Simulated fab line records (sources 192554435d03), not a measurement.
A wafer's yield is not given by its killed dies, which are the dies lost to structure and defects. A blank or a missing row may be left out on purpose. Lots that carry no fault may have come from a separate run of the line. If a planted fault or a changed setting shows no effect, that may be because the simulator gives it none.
Which tool is to blame? | flow n5-finfet | Sampling: 24 lots, 72 wafers, 3 of 1938 route steps

WHAT THE GAUGES READ, wafer by wafer
N5_BEOL_M11_CD_MEAS_18: pitch 140 nm, target cd 70 nm. Usual: cd-nm 69.7 nm, standard deviation 0.97.
lot  | measured     | on        | cd-nm (nm)     | flag
L074 | day 13 16:22 | cd-sem-02 | 70.0 70.0 69.2 |
L077 | day 14 05:51 | cd-sem-02 | 69.7 69.0 69.2 |
L075 | day 14 13:38 | cd-sem-02 | 68.8 69.7 70.2 |
L076 | day 14 17:50 | cd-sem-03 | 69.7 70.3 70.4 |
L078 | day 15 03:26 | cd-sem-02 | 72.0 70.7 70.7 |
L080 | day 15 06:00 | cd-sem-03 | 69.8 70.3 70.5 |
L082 | day 15 09:01 | cd-sem-03 | 70.0 69.5 69.2 |
L079 | day 15 19:09 | cd-sem-03 | 69.3 68.9 69.2 |
L086 | day 16 22:20 | cd-sem-03 | 70.9 71.4 71.3 |
L081 | day 17 02:22 | cd-sem-02 | 71.7 70.3 71.1 |
L084 | day 17 05:43 | cd-sem-02 | 70.4 70.9 70.3 |
L083 | day 17 06:10 | cd-sem-02 | 70.3 71.1 70.0 |
L085 | day 17 17:05 | cd-sem-03 | 69.0 68.5 69.4 |
L090 | day 17 17:19 | cd-sem-03 | 69.6 69.4 69.3 |
L089 | day 18 04:41 | cd-sem-02 | 71.5 68.7 69.7 |
L088 | day 18 11:06 | cd-sem-03 | 68.5 68.0 69.0 |
L087 | day 18 11:38 | cd-sem-02 | 71.3 70.8 72.2 |
L091 | day 18 16:29 | cd-sem-03 | 66.7 68.7 68.2 |
L092 | day 18 21:35 | cd-sem-03 | 69.8 68.5 68.9 |
L096 | day 18 21:42 | cd-sem-02 | 70.4 70.9 71.0 |
L094 | day 18 21:50 | cd-sem-03 | 69.0 68.5 68.4 |
L093 | day 19 17:37 | cd-sem-03 | 70.6 69.4 69.5 |
L095 | day 19 17:39 | cd-sem-01 | 68.4 68.2 68.8 |
L097 | day 20 01:33 | cd-sem-01 | 69.3 68.7 68.6 |

N5_BEOL_M11_OVL_MEAS_29. Usual: for V10_OVL the level is 0.0 nm and the standard deviation is 0.81.
lot  | measured     | on         | V10_OVL (nm)   | flag
L074 | day 13 17:13 | overlay-01 | 1.2 -0.8 -0.8  |
L077 | day 14 09:30 | overlay-01 | -1.0 -1.0 -0.8 |
L075 | day 14 15:37 | overlay-02 | -0.1 -0.1 -0.3 |
L076 | day 14 18:16 | overlay-02 | 1.4 0.2 1.5    |
L078 | day 15 03:45 | overlay-02 | -1.0 -2.1 0.2  |
L080 | day 15 07:04 | overlay-01 | 0.8 0.5 0.3    |
L082 | day 15 09:59 | overlay-02 | -0.8 -0.8 -0.8 |
L079 | day 15 21:06 | overlay-01 | 0.3 0.0 -0.6   |
L086 | day 16 23:30 | overlay-01 | 0.1 0.0 0.8    |
L081 | day 17 03:55 | overlay-02 | -0.3 -0.9 1.0  |
L084 | day 17 07:49 | overlay-02 | 0.8 0.9 0.7    |
L083 | day 17 07:39 | overlay-02 | 0.4 -0.6 -0.9  |
L085 | day 17 18:59 | overlay-02 | -0.3 -1.3 -0.1 |
L090 | day 17 18:49 | overlay-02 | 0.5 0.7 0.3    |
L089 | day 18 05:38 | overlay-02 | 0.1 0.6 0.2    |
L088 | day 18 14:50 | overlay-02 | -0.7 -1.6 0.9  |
L087 | day 18 14:53 | overlay-02 | -0.8 1.0 -0.6  |
L091 | day 18 16:47 | overlay-02 | -1.2 -0.3 -1.7 |
L092 | day 19 00:45 | overlay-02 | 0.8 0.2 1.6    |
L096 | day 19 00:09 | overlay-02 | -0.2 0.1 -1.3  |
L094 | day 19 00:55 | overlay-02 | -0.1 -0.7 0.5  |
L093 | day 19 18:26 | overlay-02 | -0.2 0.8 -0.4  |
L095 | day 19 18:38 | overlay-02 | 0.5 0.3 0.1    |
L097 | day 20 04:05 | overlay-02 | 0.4 0.8 0.1    |

WHICH TOOL RAN EACH LOT (tool, then ch and the chambers of the sampled wafers, then the start)
lot  | N5_BEOL_M11_ETCH_62
L074 | rie-diel-05 ch 1,2, day 13 15:58
L077 | rie-diel-06 ch 0,3, day 14 05:24
L075 | rie-diel-06 ch 0,1,3, day 14 13:16
L076 | rie-diel-02 ch 0,1,3, day 14 17:28
L078 | rie-diel-05 ch 0,2,3, day 15 02:56
L080 | rie-diel-06 ch 2,3, day 15 05:38
L082 | rie-diel-06 ch 2,3, day 15 08:26
L079 | rie-diel-06 ch 0,2,3, day 15 18:50
L086 | rie-diel-02 ch 0,1,2, day 16 21:58
L081 | rie-diel-06 ch 1,2, day 17 02:00
L084 | rie-diel-05 ch 0,2,3, day 17 05:18
L083 | rie-diel-05 ch 0,1,3, day 17 05:46
L085 | rie-diel-06 ch 0,2,3, day 17 16:41
L090 | rie-diel-06 ch 1,3, day 17 16:56
L089 | rie-diel-02 ch 0,1,2, day 18 04:14
L088 | rie-diel-05 ch 0,3, day 18 10:37
L087 | rie-diel-05 ch 2,3, day 18 11:09
L091 | rie-diel-02 ch 1,3, day 18 16:07
L092 | rie-diel-02 ch 0,1,2, day 18 21:13
L096 | rie-diel-06 ch 1,2, day 18 21:17
L094 | rie-diel-02 ch 0,1,2, day 18 21:28
L093 | rie-diel-06 ch 0,1,2, day 19 17:08
L095 | rie-diel-02 ch 1,2,3, day 19 17:16
L097 | rie-diel-05 ch 1,2,3, day 20 01:14
- N5_BEOL_M11_ETCH_62: etches SOC in N2/H2, target depth 110 nm, overetch 22 nm, time 165 s.

AS READ BY THE TOOLS THEMSELVES (means over the sampled wafers that have a number; for cases with no such wafer, the mark the record gives instead)
N5_BEOL_M11_ETCH_62. Usual: drypump-motor-current-A 5.6 A, standard deviation 0.44; n2-flow-sccm 199.9 sccm, standard deviation 0.65; oes-product-au 0.68 a.u., standard deviation 0.068; rf-vpp-V 524.4 V, standard deviation 2.7; showerhead-plenum-p-Torr 2.56 Torr, standard deviation 0.089; throttle-valve-pct 17.8 %, standard deviation 0.33.
lot  | tool        | drypump-motor-current-A (A) | n2-flow-sccm (sccm) | oes-product-au (a.u.) | rf-vpp-V (V) | showerhead-plenum-p-Torr (Torr) | throttle-valve-pct (%) | flag
L074 | rie-diel-05 | 5.8                         | 200.5               | 0.60                  | 525.9        | 2.64                            | 18.1                   |
L077 | rie-diel-06 | 5.9                         | 200.0               | 0.68                  | 524.4        | 2.56                            | 18.0                   |
L075 | rie-diel-06 | 5.8                         | 199.4               | 0.68                  | 525.6        | 2.59                            | 17.8                   |
L076 | rie-diel-02 | 5.7                         | 200.5               | 0.70                  | 525.5        | 2.61                            | 18.0                   |
L078 | rie-diel-05 | 5.6                         | 199.7               | 0.61                  | 522.6        | 2.50                            | 18.0                   |
L080 | rie-diel-06 | 5.7                         | 200.1               | 0.79                  | 522.7        | 2.51                            | 17.4                   |
L082 | rie-diel-06 | 5.8                         | 199.8               | 0.78                  | 523.8        | 2.51                            | 17.4                   |
L079 | rie-diel-06 | 5.8                         | 200.0               | 0.72                  | 523.6        | 2.54                            | 17.7                   |
L086 | rie-diel-02 | 5.4                         | 200.0               | 0.72                  | 526.8        | 2.64                            | 17.8                   |
L081 | rie-diel-06 | 5.5                         | 200.0               | 0.69                  | 525.9        | 2.58                            | 17.4                   |
L084 | rie-diel-05 | 5.6                         | 199.5               | 0.60                  | 522.6        | 2.49                            | 18.0                   |
L083 | rie-diel-05 | 5.4                         | 200.4               | 0.67                  | 521.9        | 2.48                            | 17.9                   |
L085 | rie-diel-06 | 5.8                         | 200.2               | 0.70                  | 523.4        | 2.53                            | 17.7                   |
L090 | rie-diel-06 | 5.8                         | 199.5               | 0.67                  | 525.4        | 2.61                            | 17.6                   |
L089 | rie-diel-02 | 5.4                         | 200.4               | 0.71                  | 527.1        | 2.64                            | 17.8                   |
L088 | rie-diel-05 | 5.5                         | 199.3               | 0.59                  | 520.1        | 2.40                            | 17.9                   |
L087 | rie-diel-05 | 6.0                         | 200.2               | 0.60                  | 523.0        | 2.58                            | 18.0                   |
L091 | rie-diel-02 | 6.2                         | 200.4               | 0.64                  | 525.1        | 2.58                            | 18.0                   |
L092 | rie-diel-02 | 5.4                         | 200.1               | 0.70                  | 526.3        | 2.63                            | 17.8                   |
L096 | rie-diel-06 | 5.5                         | 199.8               | 0.72                  | 523.3        | 2.52                            | 17.4                   |
L094 | rie-diel-02 | 5.4                         | 199.7               | 0.71                  | 526.9        | 2.63                            | 17.8                   |
L093 | rie-diel-06 | 5.6                         | 200.5               | 0.67                  | 524.6        | 2.54                            | 17.7                   |
L095 | rie-diel-02 | 5.7                         | 199.8               | 0.67                  | 524.6        | 2.57                            | 18.0                   |
L097 | rie-diel-05 | 5.8                         | 199.8               | 0.64                  | 523.8        | 2.55                            | 17.9                   |

THE ANSWER, worked out from the rows above alone
Rule: take the mean of a lot's wafers that have a number; if it is more than 3 standard deviations from the usual mean, the lot is off. Also off: a lot with no number at a reading for which 4 or more lots have one. All remaining lots with rows at the step are treated as sound. The gauges are gone through in route order, then the tools' own readings, and for those a lot's mean is taken as printed above. At the first step where some lot is off, the reading lying furthest off is the one used; lots without a number count as furthest.
No lot is off on any of the readings shown, so nothing can be concluded from this.

WHAT HAD BEEN PUT IN BY THE SIMULATOR
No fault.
